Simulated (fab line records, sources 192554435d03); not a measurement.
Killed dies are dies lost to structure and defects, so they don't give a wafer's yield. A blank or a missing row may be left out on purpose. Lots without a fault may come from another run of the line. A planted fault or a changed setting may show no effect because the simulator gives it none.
fab line records | flow n5_finfet
record lots=4 wafers=12 last_day=18
route steps=1938 shown BEOL_M2@857 BEOL_M4@1111
lots that met no fault: from a run of the same line without faults
start_h: hours from the record's first day to the start of the lot's first wafer shown | wait_h: hours since the lot's step before | " the same as in the row above | L1.1+2: a row that stands for several wafers | - no value, or no start given | * or withheld: withheld | < > ~ a bound
route shown NAME@n: a module of which the file shows steps, and the number in the route of the first | usual: mean/standard deviation of fault-free wafers | same: alike in all rows | chamber/n: place in a boat | sites: the reading at each site | _std_site: their standard deviation | _edge_site: outer sites' mean less inner sites' | radius_mm: how far each site lies from the wafer's centre | mask NAME#n: copy n | behind: the tool/chamber that last shaped the wafer | hold: why the lot was held/for how many hours/how that ended | device: the transistor (n, p or np) that didn't switch | end of line: the same wafers' tests at the end of the route | a step without rows: its recipe alone | killed: dies lost to structure and defects at the first sort, not the wafer's yield | map: a wafer's dies, x killed, . not, _ none there
set.NAME: the setting as run; set.NAME@STEP: as run at that earlier step | model.NAME: the simulator's own value behind a step, which no gauge read
lots at some steps of the route; a table a step, a row a wafer
services: from which hour (start_h, from the record's first day; less than 0 if before it) a tool's chamber was out of use, for how many hours, and why
## steps
# step N5_BEOL_M2_DESCUM_16
# recipe chemistry=O2 time_s=7 source_power_w=50 bias_power_w=20 pressure_mtorr=20 rf_frequency_hz=2.712e+07 temp_c=40 resist=CAR-EUV o2_flow_sccm=225
# step N5_BEOL_M2_ETCH_74
# recipe chemistry=N2/H2 target=underlayer target_depth_a=65 mask_material=CAR-EUV time_s=5.2 ion_energy_ev=200 pressure_mtorr=30 source_w=840 bias_w=150 n2_flow_sccm=200 h2_flow_sccm=200 ends=cleared
# step N5_BEOL_M2_ETCH_63
# recipe chemistry=CF4 target=SiARC target_depth_a=156 mask_material=CAR-EUV time_s=26 ion_energy_ev=80 pressure_mtorr=40 source_w=545 bias_w=36 Ar_flow_sccm=100 cf4_flow_sccm=100 ends=cleared
# step N5_BEOL_M2_ETCH_64
# recipe chemistry=N2/H2 target=SOC target_depth_a=750 overetch_a=225 mask_material=SiARC temp_c=40 time_s=121.9 ion_energy_ev=200 pressure_mtorr=30 source_w=840 bias_w=150 n2_flow_sccm=200 h2_flow_sccm=200
# step N5_BEOL_M2_STRIP_65
# recipe chemistry=N2/H2 temp_c=40 n2_flow_sccm=200 h2_flow_sccm=200 rf_frequency_hz=6e+07
# step N5_BEOL_M2_STRIP_75
# recipe chemistry=N2/H2 temp_c=40 n2_flow_sccm=200 h2_flow_sccm=200 rf_frequency_hz=6e+07
# step N5_BEOL_M2_STRIP_66
# recipe chemistry=CF4 resist=SiARC power_w=300 bias_power_w=75 pressure_mtorr=50 cf4_flow_sccm=150 rf_frequency_hz=6e+07
# step N5_BEOL_M2_HM_OPEN_17
# recipe chemistry=Cl2/BCl3 target_depth_a=200 overetch_a=60 target=TiN mask_material=SOC ion_energy_ev=150 pressure_mtorr=10 icp_w=1000 bias_w=126 Cl2_flow_sccm=53.25 bcl3_flow_sccm=21.75 Ar_flow_sccm=25
# step N5_BEOL_M2_STRIP_19
# recipe chemistry=O2 power_w=400 temp_c=40 pressure_mtorr=30 rf_frequency_hz=6e+07 bias_power_w=0 overash_fraction=0.2 o2_flow_sccm=225
# step N5_BEOL_M2_COAT_67
# recipe resist=SOC temp_c=250 time_s=60 spin_rpm=1500 resist_thk_nm=60
# step N5_BEOL_M2_COAT_68
# recipe resist=SiARC temp_c=220 time_s=60 spin_rpm=1500 resist_thk_nm=12
# step N5_BEOL_M2_COAT_76
# recipe resist=underlayer temp_c=205 time_s=60 spin_rpm=1500 resist_thk_nm=5
# usual spin_speed_rpm=1500.1/1
# columns lot.wafer tool chamber start_h wait_h spin_speed_rpm
L147.1 litho_track-02 0 150.74 - 1500.2
L147.2 " 0 " " 1497.4
L147.5 " 0 " " 1498.5
L150.1 litho_track-02 0 167.55 - 1464.7
L150.3 " 0 " " 1466.3
L150.5 " 0 " " 1464.4
L152.1 litho_track-02 0 178.01 - 1464.3
L152.2 " 0 " " 1463.5
L152.4 " 0 " " 1465.8
L168.3 litho_track-03 0 278.24 - 1501.2
L168.5 " 0 " " 1501.1
L168.6 " 0 " " 1500.3
# step N5_BEOL_M2_COAT_22
# recipe resist=CAR-EUV spin_rpm=1500 resist_thk_nm=30
# step N5_BEOL_M2_EBR_24
# recipe solvent=PGMEA ebr_width_mm=1.5
# step N5_BEOL_M2_SOFTBAKE_23
# recipe temp_c=110 time_s=60 resist=CAR-EUV
# step N5_BEOL_M2_EXPOSE_25
# recipe mask_id=V1 na=0.33 source_shape=quasar sigma_inner=0.2 sigma_outer=0.8 polarization=unpolarized defocus_nm=5 dose_mj=63
# step N5_BEOL_M2_PEB_26
# recipe peb_temp_c=100 peb_time_s=60 resist=CAR-EUV
# step N5_BEOL_M2_DEVELOP_27
# recipe develop_time_s=30 developer=TMAH resist=CAR-EUV rinse_liquid=surfactant_rinse dry=air_spin dev_temp_c=23
# step N5_BEOL_M2_DESCUM_33
# recipe chemistry=O2 time_s=7 source_power_w=50 bias_power_w=20 pressure_mtorr=20 rf_frequency_hz=2.712e+07 temp_c=40 resist=CAR-EUV o2_flow_sccm=225
# step N5_BEOL_M2_ETCH_77
# recipe chemistry=N2/H2 target=underlayer target_depth_a=65 mask_material=CAR-EUV time_s=5.2 ion_energy_ev=200 pressure_mtorr=30 source_w=840 bias_w=150 n2_flow_sccm=200 h2_flow_sccm=200 ends=cleared
# usual drypump_motor_current_A=5.7/0.53 etch_rf_on_time_s=5.20/0.088 oes_product_au=0.66/0.084 rf_vpp_V=522.9/1.5 showerhead_plenum_p_Torr=2.50/0.032 throttle_valve_pct=17.87/0.28
# columns lot.wafer tool chamber start_h wait_h drypump_motor_current_A etch_rf_on_time_s oes_product_au rf_hours_counter_h rf_vpp_V showerhead_plenum_p_Torr throttle_valve_pct model.etch.depth_nm
L147.1 rie_diel-01 1 152.15 0.0 5.8 5.14 0.60 225 524.0 2.51 18.02 5.011
L147.2 " 0 " " 6.5 5.23 0.74 37 522.6 2.49 17.40 5.02
L147.5 " 0 " " 6.5 5.22 0.75 - 524.9 2.49 17.43 5.018
L150.1 rie_diel-01 0 168.12 0.0 6.5 5.30 0.74 44 521.3 2.49 17.41 5.081
L150.3 " 3 " " 4.8 5.30 0.63 192 523.2 2.52 18.12 5.066
L150.5 " 3 " " 4.8 5.31 0.62 - 521.8 2.52 18.10 5.071
L152.1 rie_diel-01 2 178.57 0.0 5.7 5.19 0.82 7 521.7 2.50 17.77 5.055
L152.2 " 3 " " 4.8 5.29 0.62 195 521.9 2.52 18.11 5.072
L152.4 " 0 " " 6.5 5.34 0.73 47 522.3 2.49 17.42 5.076
L168.3 rie_diel-01 3 279.72 0.0 4.8 5.24 0.59 238 521.0 2.50 18.19 4.993
L168.5 " 3 " " 4.8 5.27 0.60 - 524.1 2.50 18.18 4.993
L168.6 " 0 " " 6.5 5.23 0.70 - 522.1 2.47 17.51 4.995
# step N5_BEOL_M2_ETCH_69
# recipe chemistry=CF4 target=SiARC target_depth_a=156 mask_material=CAR-EUV time_s=26 ion_energy_ev=80 pressure_mtorr=40 source_w=545 bias_w=36 Ar_flow_sccm=100 cf4_flow_sccm=100 ends=cleared
# step N5_BEOL_M4_RC_MEAS_101
# usual DIBL_N=36.5/1.4 DIBL_P=36.5/1.6 IOFF_N=0.163/0.022 IOFF_P=0.219/0.029 ION_N=675/8.3 ION_P=464/6.2 SS_N=71.5/0.52 SS_P=73.4/0.57 VT_N=249.7/2.6 VT_P=-250/3
# columns lot.wafer tool chamber start_h wait_h DIBL_N[mV/V] DIBL_P[mV/V] IOFF_N[nA/um] IOFF_P[nA/um] ION_N[uA/um] ION_P[uA/um] SS_N[mV/dec] SS_P[mV/dec] VT_N[mV] VT_P[mV]
L147.1 prober-01 0 183.17 0.0 35.1 35.4 0.143 0.181 667 453 70.8 73.2 250.3 -253
L147.2 " 0 " " 35.9 36.8 0.167 0.206 674 459 72.0 73.4 246.6 -252
L147.5 " 0 " " 34.9 34.7 0.136 0.169 661 455 71.5 73.3 251.5 -255
L150.1 prober-02 0 201.60 0.0 37.2 36.7 0.175 0.217 675 462 71.6 74.2 249.6 -253
L150.3 " 0 " " 36.6 35.0 0.162 0.191 679 463 71.9 73.3 253.3 -253
L150.5 " 0 " " 38.3 38.0 0.198 0.237 681 470 71.6 74.3 247.6 -250
L152.1 prober-01 0 213.01 0.0 35.2 35.1 0.147 0.180 673 462 71.7 72.9 250.7 -253
L152.2 " 0 " " 34.9 34.8 0.145 0.179 675 461 71.0 72.5 252.5 -252
L152.4 " 0 " " 36.8 37.2 0.177 0.200 680 461 72.1 73.4 246.7 -250
L168.3 prober-02 0 317.03 0.3 36.0 35.2 0.146 0.213 671 470 72.1 73.3 251.6 -248
L168.5 " 0 " " 36.0 35.6 0.148 0.219 673 463 71.5 73.5 250.7 -249
L168.6 " 0 " " 34.4 32.7 0.123 0.188 675 471 70.1 73.1 250.2 -250
## services
# columns tool chamber start_h hours kind
rie_diel-01 1 126.77 8.7 repair
rie_diel-01 2 136.93 - clean
rie_diel-01 2 136.93 - consumable_replace:focus_ring
rie_diel-01 2 136.93 22.3 scheduled_down
rie_diel-01 2 136.93 22.3 vent_cycle
rie_diel-01 0 205.00 10.7 repair
rie_diel-01 1 226.12 7.0 repair
litho_track-03 - 230.39 - consumable_replace:filter
rie_diel-01 1 233.20 - clean
rie_diel-01 1 233.20 - consumable_replace:focus_ring
rie_diel-01 1 233.20 23.2 scheduled_down
rie_diel-01 1 233.20 23.2 vent_cycle
litho_track-02 - 247.41 - consumable_replace:filter
## key
first_sign step=N5_BEOL_M2_COAT_76 reading=spin_speed_rpm direction=down sigmas=35 usual=* struck=*
effect none on later readings
model_effect step=N5_BEOL_M2_ETCH_77 value=etch.depth_nm without=5.009 struck=5.07
met_at N5_BEOL_M2_COAT_76
struck_wafers L150.1,L150.3,L150.5,L152.1,L152.2,L152.4
onset_between 150.74 167.55
fault kind=process_parameter_drift tool=litho_track-02 chamber=- onset_h=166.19 steps=N5_BEOL_M2_COAT_76 channel=spin_rpm offset=* shape=step end_h=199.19 acts_in=* stated=*
